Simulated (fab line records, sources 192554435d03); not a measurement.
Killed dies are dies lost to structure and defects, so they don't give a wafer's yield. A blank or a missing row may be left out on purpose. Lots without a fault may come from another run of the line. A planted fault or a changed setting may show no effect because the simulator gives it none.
Split-lot experiment | flow n5_finfet | 7 lots, 21 wafers read, on a route of 1938 steps

THE SPLIT
At N5_BEOL_M0_SAQP_HM_DEP_111 (deposits SiO2 from SiH4/N2O, target thk 12 nm, time 7.2 s), the setting time_s was moved away from the recipe's 7.2 s on 11 of the 21 wafers read, by -10.3% to +13.9%. The other wafers ran this setting at the recipe's value.

FROM THE SPLIT TO THE READING: what the file shows between them, 4 steps
- N5_BEOL_M0_SAQP_COAT_81: time 60 s, resist thk 100 nm
- N5_BEOL_M0_SAQP_COAT_82: time 60 s, resist thk 30 nm
- N5_BEOL_M0_SAQP_ETCH_84: etches SOC in N2/H2, target depth 100 nm, overetch 20 nm, time 150 s
- N5_BEOL_M0_SAQP_STRIP_80: strips in N2/H2

THE READING
etch.depth_nm (the simulator's own value, which no gauge read), in nm, at N5_BEOL_M0_SAQP_HM_OPEN_112 (chemistry CHF3/O2, target SiO2, stops on a-Si, target depth 12 nm, time 13.5 s). The file gives no usual value for it. The 10 wafers here that ran the recipe average 11.96 nm, standard deviation 0.16 nm.

wafer  | tool, chamber at the split | time_s as run, s | against the recipe | etch.depth_nm, nm | against lot-mates on the recipe
L074.1 | pecvd-04, 0,1              | 6.88             | -4.4%              | 11.43             | -0.56
L074.3 | pecvd-04, 2                | 7.2              | recipe             | 11.99             | -
L074.5 | pecvd-04, 0,1              | 6.88             | -4.4%              | 11.33             | -0.66
L075.1 | pecvd-04, 1                | 7.2              | recipe             | 11.83             | -
L075.3 | pecvd-04, 2                | 6.848            | -4.9%              | 11.38             | -0.45
L075.6 | pecvd-04, 2                | 6.848            | -4.9%              | 11.59             | -0.24
L076.3 | pecvd-04, 2,1              | 7.2              | recipe             | 12.13             | -
L076.5 | pecvd-04, 2,1              | 7.2              | recipe             | 12.11             | -
L076.6 | pecvd-04, 2                | 7.659            | +6.4%              | 13.03             | +0.91
L079.1 | pecvd-03, 1                | 7.2              | recipe             | 11.58             | -
L079.5 | pecvd-03, 2                | 6.458            | -10.3%             | 10.71             | -0.87
L079.6 | pecvd-03, 1                | 6.458            | -10.3%             | 10.62             | -0.96
L091.1 | pecvd-04, 1                | 7.2              | recipe             | 11.96             | -
L091.3 | pecvd-04, 0                | 7.553            | +4.9%              | 12.42             | +0.46
L091.5 | pecvd-04, 0                | 7.553            | +4.9%              | 12.62             | +0.66
L089.2 | pecvd-04, 2,0              | 7.2              | recipe             | 12.04             | -
L089.4 | pecvd-04, 2,0              | 7.2              | recipe             | 11.95             | -
L089.5 | pecvd-04, 1                | 7.2              | recipe             | 12.13             | -
L096.2 | pecvd-04, 0                | 7.2              | recipe             | 11.88             | -
L096.3 | pecvd-04, 2                | 8.204            | +13.9%             | 13.78             | +1.90
L096.5 | pecvd-04, 2                | 8.204            | +13.9%             | 14.01             | +2.13
Where a row lists several chambers, the file gives one row for several wafers and doesn't say which wafer went through which chamber.

THE FIT
A straight line over all 21 wafers: etch.depth_nm changes by +0.132 nm for each +1% of time_s; r = +0.98; the points scatter about the line by 0.16 nm.
The same after taking each lot's own level away (the mean of its wafers on the recipe; 21 wafers): +0.122 nm for each +1%; r = +0.98; scatter 0.17 nm.
On that fit, the largest move of time_s shifts the reading by 1.7 nm.
The lots' own levels span 11.580 to 12.120 nm, that is 3.4 times the standard deviation above.
So the lot-to-lot level changes the slope little: the two slopes agree.
Check: with one of the wafers moved furthest among these (+13.9%) left out of the fit, the line predicts +1.73 nm for it against its lot-mates. It came out at +1.9 nm against them.

OTHER SPLITS ON THESE WAFERS
These wafers also went through other splits before the reading. Each is held against what the fit with the lots' levels taken away leaves over:
other split on the same wafers        | wafers away from the commonest value | r with etch.depth_nm (lot level and that fit taken away)
N5_MOL_CONTACT_COAG_ALD_27 ald_cycles | 6                                    | +0.23
N5_MOL_CONTACT_COAG_COAT_75 spin_rpm  | 7                                    | +0.33
N5_MOL_CONTACT_COAG_ETCH_47 source_w  | 7                                    | -0.16
N5_MOL_CONTACT_COAG_EXPOSE_37 dose_mj | 6                                    | -0.01
N5_BEOL_M0_SAQP_PECVD_96 time_s       | 5                                    | +0.13

THE WHOLE CHAIN: every reading that the file lists as answering this split, in the file's order
step                        | what it does                                                                   | reading                                                                                 | change (the file's fit)               | r (the file's)
N5_BEOL_M0_SAQP_HM_DEP_111  | deposits SiO2 from SiH4/N2O, target thk 12 nm, time 7.2 s                      | SiO2_of_BEOL_M0_SAQP_HM_DEP_111.thk_nm (the simulator's own value, which no gauge read) | +0.123 nm for each +1% of the setting | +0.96
N5_BEOL_M0_SAQP_HM_OPEN_112 | chemistry CHF3/O2, target SiO2, stops on a-Si, target depth 12 nm, time 13.5 s | etch.depth_nm (the simulator's own value, which no gauge read)                          | +0.123 nm for each +1% of the setting | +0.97

THE FILE'S OWN FIT
etch.depth_nm changes by +0.123 nm for each +1% of time_s, r = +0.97.
